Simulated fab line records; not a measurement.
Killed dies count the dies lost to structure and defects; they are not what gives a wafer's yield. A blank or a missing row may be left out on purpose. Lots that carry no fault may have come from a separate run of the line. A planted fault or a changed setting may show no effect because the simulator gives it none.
Which tool did it?	flow n5-finfet	12 lots (36 wafers sampled), 1 step of a 1938-step route

WHAT THE GAUGES SHOWED, per wafer
N5_BEOL_M6_OVL_MEAS_12.
lot	measured	on	M6_OVL (nm)
L075	day 10 09:44	overlay-02	1.4 0.6 -0.2
L076	day 11 04:37	overlay-01	0.2 1.2 1.1
L079	day 12 02:12	overlay-01	1.2 0.7 0.3
L081	day 13 18:58	overlay-01	0.2 0.5 0.4
L084	day 14 22:58	overlay-02	-0.9 -0.7 -0.7
L086	day 15 14:37	overlay-01	0.5 -0.8 -0.3
L090	day 16 04:51	overlay-01	0.8 0.8 1.1
L095	day 17 01:10	overlay-01	-0.2 0.2 -0.2
L091	day 17 06:43	overlay-02	0.2 0.2 1.0
L093	day 18 01:15	overlay-02	-0.5 -1.4 -0.5
L089	day 18 01:35	overlay-02	0.4 0.2 0.5
L096	day 18 10:51	overlay-01	0.7 1.1 1.6

WHICH TOOL RAN EACH LOT (tool, then ch and the chambers of the sampled wafers, then the start)
The record shows no process step preceding these readings.

THE ANSWER, worked out from the rows above alone
Rule: the usual values come from the lots themselves. The widest of any qualifying gaps counts: lots, ordered by their means at a reading, are off when they make up no more than a third of the lots, leave a main group of 4 or more, and stand apart from it by 3 or more times the standard deviation of that group's means. If all means in a main group match to the digits the tables above print for the reading, that group is not used. A lot without any number at a reading at which 4 lots or more have one is off too. All remaining lots with rows at the step are treated as sound.
No lot is off at any reading shown: from this, nothing can be told.

WHAT WAS PUT IN BY THE SIMULATOR
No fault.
